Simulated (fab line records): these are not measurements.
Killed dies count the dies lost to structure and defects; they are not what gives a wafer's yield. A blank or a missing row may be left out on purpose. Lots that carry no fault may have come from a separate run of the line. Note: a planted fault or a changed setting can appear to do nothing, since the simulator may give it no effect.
Problem report in the 8D (eight disciplines) form, filled by code :: flow n5Finfet :: the parts of the form that need people (team, actions taken, sign-off) are left out

1. WHAT IS WRONG
Mean of runLengthS at N5_BEOL_M11_VIA_ETCH_34: 103.5 s across 4 wafers in 3 lots; on wafers with no fault it is 92.5 s (standard deviation 0.44). Relative to the usual mean, that is a shift of +25 standard deviations.
The step: etches SiCOH lowk in C4F6/O2, target depth 184.5 nm, time 69.2 s.
The first sign was on wafer L604.4 at day 13 10:17, on rieDiel-05. Wafers with a number at this step in the record: 29, from 11 lots. By rule, "out" or "out of limits" means more than 4 standard deviations away from the usual mean. Any other wafer with a number is counted as sound.

2. WHAT IT IS AND WHAT IT IS NOT
question: which readings at this step
is: runLengthS
is not: drypumpMotorCurrentA, oes_f_703_au, oesProductAu, rfVppV, showerheadPlenumPTorr, throttleValvePct

question: which lots
is: L604, L605, L607
is not: L594, L596, L599, L600, L601, L611, L612, L613

question: which wafers of those lots
is: L604.4, L605.4, L607.2, L607.4
is not: L604.6, L605.6

question: read on which tools
is: rieDiel-05
is not: rieDiel-02, rieDiel-04

question: when
is: from day 13 10:17
is not: up to then (15 sound wafers); but 10 sound wafers of L605, L611, L612, L613 came after

3. SUSPECTS, AND WHAT RULES EACH OUT
Counting: a tool at a process step up to the reading stays a suspect if it ran every lot that is out. Sound lots after the first of them don't rule it out here, since some wafers of a struck lot are sound.
- rieDiel-05 at N5_BEOL_M11_VIA_ETCH_34 (etches SiCOH lowk in C4F6/O2, target depth 184.5 nm, time 69.2 s): kept. Every lot that is out went through it, the first being L604 (day 13 10:17); the last sound lot it ran before that was L599 (day 12 03:47). Out on those wafers are its own readings of runLengthS.
Left after counting: rieDiel-05 at N5_BEOL_M11_VIA_ETCH_34.

4. THE CAUSE (what the simulator had put in)
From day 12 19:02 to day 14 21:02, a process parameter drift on rieDiel-05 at N5_BEOL_M11_VIA_ETCH_34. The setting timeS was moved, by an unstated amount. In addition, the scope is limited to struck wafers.
The count eliminated every tool but this one.

5. THE EFFECT CHAIN, in route order
Each row: a reading where the mean over the struck wafers with a number is more than 3 standard deviations away from the usual. Scope: only readings with a usual standard deviation given in the record; hours: median across lots of the time from each lot's start at the first step in this table that gives one to its start at this step; sigmas: change in usual standard deviations.
hours: 0
step: N5_BEOL_M11_VIA_ETCH_34
reading: runLengthS
usual: 92.5 s
on struck wafers: 103.5
change: +11.0
sigmas: +25
Its process steps:
- N5_BEOL_M11_VIA_ETCH_34: etches SiCOH lowk in C4F6/O2, target depth 184.5 nm, time 69.2 s.

6. HOW IT WOULD HAVE BEEN CAUGHT EARLIER
First out-of-limits reading in this record: day 13 10:17, which is 15 hours after fault onset at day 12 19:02.
